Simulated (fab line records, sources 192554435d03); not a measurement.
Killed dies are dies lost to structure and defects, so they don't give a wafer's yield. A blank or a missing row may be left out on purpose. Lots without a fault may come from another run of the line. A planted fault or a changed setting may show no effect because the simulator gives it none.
A struck lot beside a sound one | flow n5_finfet | 16 steps out of a route of 1938
Sound: wafers L652.3, L652.5, L652.6. Struck: wafer L657.2. (L657.4, L657.5 of the same lot were not struck and are left out.) The cause comes at the end.
At each step with rows: each side's tool, then ch and its chambers, then its first start. Under that, the readings that differ: sound wafers | struck wafers | difference of the means | sigmas: that difference in standard deviations of wafers without a fault.
alike: readings whose means differ by less than 2 such deviations, and words and numbers that are the same on both sides. not compared: withheld readings, readings that some wafer has no value for, bounds like >300 that may hide the same value, and numbers for which the record gives no deviation and whose values overlap.
The two part at a step that has a row with sigmas, a row that says differs or no value, or rows on one side only. Numbers that don't overlap but have no deviation are shown without sigmas and don't part them. A reading that every wafer of one side lacks parts them only if that side has two wafers or more.

first, 8 steps without rows for these wafers: N5_SDB_COAT_03 (time 60 s, resist thk 100 nm); N5_SDB_COAT_04 (time 60 s, resist thk 18 nm); N5_SDB_COAT_05 (resist thk 90 nm); N5_SDB_EBR_07; N5_SDB_SOFTBAKE_06 (time 60 s); N5_SDB_EXPOSE_08 (exposes mask SDB); N5_SDB_PEB_09 (peb time 60 s); N5_SDB_DEVELOP_10 (develop time 30 s).
N5_SDB_CD_MEAS_11: target cd 50 nm.
  sound on cd_sem-02 ch 0, day 4 08:15; struck on cd_sem-02 ch 0, day 5 13:35
  alike: cd_nm
N5_SDB_OVL_MEAS_12:
  sound on overlay-02 ch 0, day 4 08:17; struck on overlay-02 ch 0, day 5 13:37
  alike: SDB_OVL
N5_SDB_INSPECT_13: inspects for defects (brightfield).
  sound on defect_inspect-01, day 4 08:19; struck on defect_inspect-02, day 5 13:38
  alike: raw_defect_count
N5_SDB_DESCUM_16: chemistry O2, time 7.9 s.
  sound on rie_diel-04 ch 0,1,3, day 4 08:20; struck on rie_diel-04 ch 0, day 5 13:47
  reading                         | sound          | struck | difference | sigmas
  showerhead_plenum_p_Torr (Torr) | 2.12 2.19 1.97 | 1.97   | -0.12      | -2
  alike: drypump_motor_current_A, oes_product_au, rf_vpp_V, throttle_valve_pct
  not compared: rf_hours_counter_h
N5_SDB_ETCH_17: etches SiARC in CF4, target depth 23.4 nm, time 39 s.
  sound on rie_diel-04 ch 0,1,3, day 4 08:22; struck on rie_diel-04 ch 0, day 5 13:49
  reading               | sound             | struck | difference | sigmas
  etch_rf_on_time_s (s) | 38.9 39.2 39.1    | 54.5   | +15.4      | +38
  oes_product_au (a.u.) | 0.72 0.66 0.61    | 0.51   | -0.15      | -3
  rf_vpp_V (V)          | 185.1 186.7 182.5 | 181.9  | -2.9       | -3
  alike: bias_w, drypump_motor_current_A, showerhead_plenum_p_Torr, throttle_valve_pct
  not compared: rf_hours_counter_h
N5_SDB_ETCH_18: etches SOC in N2/H2, target depth 100 nm, overetch 20 nm, time 150 s.
  sound on rie_diel-04 ch 0,1,3, day 4 08:25; struck on rie_diel-04 ch 0, day 5 13:51
  reading      | sound             | struck | difference | sigmas
  bias_w (W)   | 149.9 149.0 149.9 | 150.8  | +1.2       | +3
  rf_vpp_V (V) | 525.0 525.8 521.7 | 520.1  | -4.1       | -2
  alike: drypump_motor_current_A, oes_product_au, showerhead_plenum_p_Torr, throttle_valve_pct
  not compared: rf_hours_counter_h
-- the record jumps here: 6 days lie between the struck wafers' starts before and after (it left off in module SDB and takes up again in module BEOL_M4, whose first step shown is number 1111 of the route) --
N5_BEOL_M4_RC_MEAS_101:
  sound on prober-02 ch 0, day 11 02:54; struck on prober-02 ch 0, day 11 14:59
  alike: DIBL_N, DIBL_P, IOFF_N, IOFF_P, ION_N, ION_P, SS_N, SS_P, VT_N, VT_P
-- the record jumps here: 4 days lie between the struck wafers' starts before and after (it left off in module BEOL_M4 and takes up again in module PASSIVATION, whose first step shown is number 1936 of the route) --
N5_PASSIVATION_PROBE_49:
  the record has rows for the struck wafers here (prober-01, day 15 17:28) and none for the sound ones

WHERE THEY PART
First at N5_SDB_DESCUM_16; last, within this record, at N5_PASSIVATION_PROBE_49.

WHY: what the simulator had put in
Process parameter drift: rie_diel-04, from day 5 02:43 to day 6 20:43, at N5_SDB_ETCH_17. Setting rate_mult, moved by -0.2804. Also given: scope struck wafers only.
